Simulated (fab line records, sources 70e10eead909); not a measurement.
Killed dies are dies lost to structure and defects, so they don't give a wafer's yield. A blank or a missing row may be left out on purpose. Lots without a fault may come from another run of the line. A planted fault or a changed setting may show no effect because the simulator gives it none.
fab line records | flow nand_harc
record lots=11 wafers=33 last_day=33
route steps=1302 shown P_M1@310 P_M2@332 END@1302
lots that met no fault: from a run of the same line without faults
start_h: hours from the record's first day to the start of the lot's first wafer shown | wait_h: hours since the lot's step before | " the same as in the row above | L1.1+2: a row that stands for several wafers | - no value, or no start given | * or withheld: withheld | < > ~ a bound
route shown NAME@n: a module of which the file shows steps, and the number in the route of the first | usual: mean/standard deviation of fault-free wafers | same: alike in all rows | chamber/n: place in a boat | sites: the reading at each site | _std_site: their standard deviation | _edge_site: outer sites' mean less inner sites' | radius_mm: how far each site lies from the wafer's centre | mask NAME#n: copy n | behind: the tool/chamber that last shaped the wafer | hold: why the lot was held/for how many hours/how that ended | device: the transistor (n, p or np) that didn't switch | end of line: the same wafers' tests at the end of the route | a step without rows: its recipe alone | killed: dies lost to structure and defects at the first sort, not the wafer's yield | map: a wafer's dies, x killed, . not, _ none there
set.NAME: the setting as run; set.NAME@STEP: as run at that earlier step | model.NAME: the simulator's own value behind a step, which no gauge read
steps of the route over a sample of lots; a table a step, a row a wafer
services: from which hour (start_h, from the record's first day; less than 0 if before it) a tool's chamber was out of use, for how many hours, and why
## steps
# step NHARC_P_M1_ANNEAL_31
# recipe temp_c=225 time_s=90
# usual wafer_temp_C_max=225.99/0.27
# columns lot.wafer tool chamber start_h wait_h wafer_temp_C_max
L128.1 rtp_anneal-02 0 141.42 - 226.21
L128.4 " 0 " " 225.86
L128.5 " 0 " " 226.20
L129.3 rtp_anneal-02 0 146.88 - 225.85
L129.4 " 0 " " 226.33
L129.6 " 0 " " 226.03
L130.4 rtp_anneal-01 0 165.48 - 225.94
L130.5 " 0 " " 226.66
L130.6 " 0 " " 225.84
L131.1 rtp_anneal-01 0 167.22 - 226.28
L131.3 " 0 " " 225.83
L131.6 " 0 " " 225.47
L132.3 rtp_anneal-02 0 180.27 0.3 225.70
L132.4 " 0 " " 226.53
L132.5 " 0 " " 226.02
L134.1 rtp_anneal-02 0 195.86 0.3 226.05
L134.4 " 0 " " 225.70
L134.6 " 0 " " 226.14
L133.3 rtp_anneal-01 0 197.37 - 225.83
L133.4 " 0 " " 226.00
L133.5 " 0 " " 226.36
L135.1 rtp_anneal-02 0 209.12 0.3 226.44
L135.3 " 0 " " 226.22
L135.5 " 0 " " 226.19
L136.1 rtp_anneal-01 0 225.48 - 225.72
L136.2 " 0 " " 225.95
L136.6 " 0 " " 226.20
L138.3 rtp_anneal-02 0 246.94 - 226.65
L138.5 " 0 " " 226.48
L138.6 " 0 " " 225.78
L148.3 rtp_anneal-02 0 339.60 - 226.24
L148.5 " 0 " " 226.12
L148.6 " 0 " " 226.37
# step NHARC_P_M2_ETCH_35
# recipe target_depth_a=400 overetch_a=120 time_s=43.94 ion_energy_ev=200 n2_flow_sccm=150 h2_flow_sccm=150 ar_flow_sccm=0 rf_w=400 bias_w=150 chemistry=N2/H2
# usual chamber_pressure_mTorr=30.002/0.028 drypump_motor_current_A=5.5/0.43 oes_product_au=0.996/0.01 rf_vpp_V=430.2/2.7 run_length_s=65.1/0.55 showerhead_plenum_p_Torr=2.03/0.098 throttle_valve_pct=14.171/0.0083
# columns lot.wafer tool chamber start_h wait_h chamber_pressure_mTorr drypump_motor_current_A oes_product_au rf_hours_counter_h rf_vpp_V run_length_s showerhead_plenum_p_Torr throttle_valve_pct
L128.4 rie_diel-02 1 143.86 0.1 30.010 5.7 0.993 5.0 432.2 65.0 2.07 14.168
L128.1 " 2 " " 29.967 4.8 0.998 5.0 433.0 65.5 2.13 14.182
L128.5 " 3 " " 30.036 5.3 0.999 - 433.1 64.9 2.13 14.175
L129.3 rie_diel-08 3 149.33 0.1 30.029 6.1 0.998 6.8 431.2 66.0 2.07 14.178
L129.4 " 1 " " 30.023 4.9 1.002 6.5 429.2 64.2 1.95 14.156
L129.6 " 3 " " 30.011 6.1 0.993 - 432.0 66.0 2.07 14.161
L130.4 rie_diel-08 1 167.70 0.1 30.039 4.9 0.996 7.9 428.1 64.3 1.95 14.180
L130.6 " 2 " " 29.992 5.4 0.984 - 425.1 65.6 1.90 14.185
L130.5 " 3 " " 30.029 6.1 0.985 - 431.0 65.8 2.07 14.175
L131.1 rie_diel-09 2 169.70 0.1 29.991 6.3 0.990 0.4 427.9 64.2 1.90 14.187
L131.3 " 1 " " 30.004 5.8 1.003 0.4 431.9 64.3 2.12 14.160
L131.6 " 3 " " 30.040 5.6 1.012 - 433.2 65.1 2.11 14.161
L132.3 rie_diel-09 3 182.79 0.1 30.019 5.6 1.009 1.0 433.1 65.2 2.11 14.161
L132.4 " 0 " " 29.999 5.0 0.976 1.1 428.2 65.1 1.93 14.173
L132.5 " 3 " " 29.968 5.6 1.011 - 431.1 64.9 2.11 14.176
L134.4 rie_diel-09 2 198.35 0.1 30.022 6.3 0.995 1.8 427.7 64.4 1.90 14.169
L134.1 " 3 " " 30.013 5.6 1.000 1.9 432.6 65.2 2.11 14.175
L134.6 " 0 " " 30.018 5.0 0.969 - 427.1 65.0 1.93 14.152
L133.3 rie_diel-09 3 199.62 0.1 29.991 5.6 1.001 2.0 432.1 65.1 2.11 14.166
L133.4 " 0 " " 30.000 5.0 0.979 2.0 427.1 65.3 1.93 14.188
L133.5 " 3 " " 30.007 5.6 1.003 - 433.1 65.3 2.11 14.163
L135.3 rie_diel-09 1 211.58 0.1 30.011 5.8 0.994 2.2 433.1 64.9 2.12 14.182
L135.1 " 3 " " 30.036 5.6 1.008 2.3 433.0 64.9 2.11 14.160
L135.5 " 2 " " 30.021 6.2 1.004 - 426.9 64.8 1.90 14.172
L136.2 rie_diel-09 1 228.04 0.1 30.015 5.8 1.004 2.4 432.8 64.1 2.12 14.178
L136.1 " 2 " " 30.034 6.2 1.005 3.1 426.7 64.8 1.90 14.170
L136.6 " 1 " " 30.013 5.8 1.006 - 432.9 64.7 2.12 14.170
L138.3 rie_diel-09 3 249.29 0.1 29.998 5.6 0.995 4.5 431.2 65.0 2.11 14.157
L138.5 " 3 " " 30.010 5.6 0.997 - 431.2 65.1 2.11 14.178
L138.6 " 0 " " 30.031 5.0 0.994 - 426.5 65.2 1.93 14.176
L148.3 rie_diel-08 1 341.97 0.1 30.038 4.9 0.998 9.2 427.5 64.4 1.94 14.170
L148.6 " 0 " " 30.055 5.9 1.000 - 427.2 52.8 1.93 14.179
L148.5 " 1 " " 30.022 4.9 0.991 - 427.7 64.1 1.94 14.167
# step NHARC_P_M2_PRE_CLEAN_30
# recipe time_s=30 temp_c=280 gas=H2/He
# usual heater_power_w=387/23
# columns lot.wafer tool chamber start_h wait_h heater_power_w
L128.1 pvd_sputter-01 - - - 385
L128.4 " - " " 442
L128.5 " - " " 383
L129.3 pvd_sputter-01 - - - 434
L129.4 " - " " 380
L129.6 " - " " 377
L130.4 pvd_sputter-02 - - - 375
L130.6 " - " " 381
L130.5 " - " " 378
L131.1 pvd_sputter-01 - - - 386
L131.3 " - " " 448
L131.6 " - " " 373
L132.4 pvd_sputter-02 - - - 377
L132.3 " - " " 361
L132.5 " - " " 373
L134.1 pvd_sputter-02 - - - 379
L134.4 " - " " 386
L134.6 " - " " 361
L133.3 pvd_sputter-03 - - - 405
L133.4 " - " " 378
L133.5 " - " " 427
L135.1 pvd_sputter-03 - - - 400
L135.3 " - " " 469
L135.5 " - " " 424
L136.2 pvd_sputter-02 - - - 382
L136.1 " - " " 359
L136.6 " - " " 376
L138.3 pvd_sputter-02 - - - 359
L138.5 " - " " 372
L138.6 " - " " 371
L148.3 pvd_sputter-01 - - - 352
L148.6 " - " " 420
L148.5 " - " " 386
# step NHARC_P_M2_ANNEAL_31
# recipe temp_c=225 time_s=90
# usual wafer_temp_C_max=226.05/0.24
# columns lot.wafer tool chamber start_h wait_h wafer_temp_C_max
L128.1 rtp_anneal-02 0 145.54 0.3 226.04
L128.4 " 0 " " 226.12
L128.5 " 0 " " 225.68
L129.3 rtp_anneal-02 0 151.10 - 226.11
L129.4 " 0 " " 225.66
L129.6 " 0 " " 225.95
L130.4 rtp_anneal-02 0 169.53 0.4 226.14
L130.5 " 0 " " 226.09
L130.6 " 0 " " 226.66
L131.1 rtp_anneal-02 0 171.37 - 225.66
L131.3 " 0 " " 225.89
L131.6 " 0 " " 226.33
L132.3 rtp_anneal-02 0 184.57 - 226.36
L132.4 " 0 " " 226.03
L132.5 " 0 " " 226.30
L134.1 rtp_anneal-02 0 200.00 0.3 226.26
L134.4 " 0 " " 226.21
L134.6 " 0 " " 225.96
L133.3 rtp_anneal-01 0 201.40 - 226.06
L133.4 " 0 " " 226.11
L133.5 " 0 " " 226.39
L135.1 rtp_anneal-01 0 213.26 0.3 225.57
L135.3 " 0 " " 225.89
L135.5 " 0 " " 225.89
L136.1 rtp_anneal-02 0 230.02 - 225.97
L136.2 " 0 " " 226.01
L136.6 " 0 " " 226.08
L138.3 rtp_anneal-01 0 251.60 0.3 226.14
L138.5 " 0 " " 226.40
L138.6 " 0 " " 226.30
L148.3 rtp_anneal-02 0 343.81 0.3 225.97
L148.5 " 0 " " 226.67
L148.6 " 0 " " 226.08
# step NHARC_END_SORT_01
# recipe temp_c=25
# usual defect_limited_yield=91/3.1 killed_at_array=54/21 killed_at_other=0.9/1.1 killed_at_periphery=3.5/2.5 killed_dies=58/21 killed_open=3.3/1.9 killed_short=2.6/1.8 sort_bin_2_pct=3.0/1.4 sort_bin_3_pct=0.6/0.41 sort_bin_4_pct=4.9/1.7 sort_n_pass=619/21 sort_rim_yield_pct=92/4 sort_yield_pct=91/3.1
# same gross_dies=677 sort_bin_5_pct[%]=0 sort_bin_6_pct[%]=0 sort_bin_7_pct[%]=0 sort_bin_8_pct[%]=0 sort_rim_n_gross=106.00
# columns lot.wafer tool chamber start_h wait_h defect_limited_yield[%] killed_at_array killed_at_other killed_at_periphery killed_dies killed_open killed_short sort_bin_2_pct[%] sort_bin_3_pct[%] sort_bin_4_pct[%] sort_n_pass sort_rim_yield_pct[%] sort_yield_pct[%]
L138.3 prober-02 0 693.11 3.1 93 41 0 4 45 5 3 3.0 0.1 3.5 632 92 93
L138.5 prober-02 0 694.72 3.7 94 34 2 2 38 3 5 1.8 0.4 3.4 639 94 94
L138.6 prober-02 0 695.53 4.0 94 39 0 2 41 1 1 1.5 0.4 4.1 636 87 94
# killed by level:class
L138.3 A_CHANNEL_HOLE_D2:chamber_film_flake=16 A_CHANNEL_HOLE_D1:chamber_film_flake=7 A_STAIRCASE:chamber_film_flake=6 A_CHANNEL_FILL_D1:chamber_film_flake=3 P_M0:geometric_particle:open=2 A_CHANNEL_FILL_D1:geometric_particle:short=2 A_CHANNEL_FILL_D2:chamber_film_flake=2 A_SLIT:chamber_film_flake=2
L138.5 A_CHANNEL_HOLE_D2:chamber_film_flake=9 A_CHANNEL_HOLE_D1:chamber_film_flake=7 A_SLIT:chamber_film_flake=3 A_STAIRCASE:chamber_film_flake=3 A_ONON_D1:geometric_particle:short=2 A_DECK1_JOINT:chamber_film_flake=2 A_CHANNEL_FILL_D2:chamber_film_flake=2 THIN_TSV:chamber_film_flake=2
L138.6 A_CHANNEL_HOLE_D2:chamber_film_flake=15 A_SLIT:chamber_film_flake=10 A_CHANNEL_FILL_D2:chamber_film_flake=4 A_STAIRCASE:chamber_film_flake=3 A_CHANNEL_HOLE_D1:chamber_film_flake=2 A_CONTACT:chamber_film_flake=2 P_CONTACT:geometric_particle:open=1 A_DECK1_JOINT:geometric_particle:short=1
## services
# columns tool chamber start_h hours kind
rie_diel-09 0 122.11 - clean
rie_diel-09 1 122.11 - clean
rie_diel-02 - 130.93 0.1 repair
rie_diel-09 - 143.12 9.0 pm
rie_diel-08 - 154.11 0.5 repair
pvd_sputter-03 - 170.00 10.0 pm
rie_diel-08 - 181.35 0.4 repair
rie_diel-08 - 190.80 9.0 pm
pvd_sputter-01 - 195.98 1.2 repair
pvd_sputter-03 - 216.32 96.8 repair
rie_diel-02 - 216.70 9.0 pm
rie_diel-09 1 216.74 9.8 repair
pvd_sputter-01 - 217.55 24.7 repair
rie_diel-09 0 221.90 7.7 repair
rie_diel-02 3 226.03 13.4 repair
pvd_sputter-02 - 234.56 4.7 repair
pvd_sputter-01 - 242.28 10.0 pm
rie_diel-09 2 255.49 2.4 repair
pvd_sputter-01 - 259.55 15.2 repair
pvd_sputter-02 - 275.98 0.7 repair
pvd_sputter-02 - 282.00 10.0 pm
rie_diel-09 - 318.29 0.4 repair
rie_diel-09 - 320.12 9.0 pm
rie_diel-02 3 331.62 13.3 repair
## key
first_sign step=NHARC_P_M2_ETCH_35 reading=run_length_s direction=down sigmas=22 usual=* struck=*
effect none on later readings
met_at NHARC_P_M2_ETCH_35
struck_lots L148
struck_wafers L148.6
not_acting_at NHARC_P_M1_ANNEAL_31,NHARC_P_M2_PRE_CLEAN_30,NHARC_P_M2_ANNEAL_31
fault kind=process_parameter_drift tool=rie_diel-08 chamber=0 onset_h=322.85 steps=NHARC_P_M2_ETCH_35 channel=time_s offset=* shape=step end_h=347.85 acts_in=* stated=*
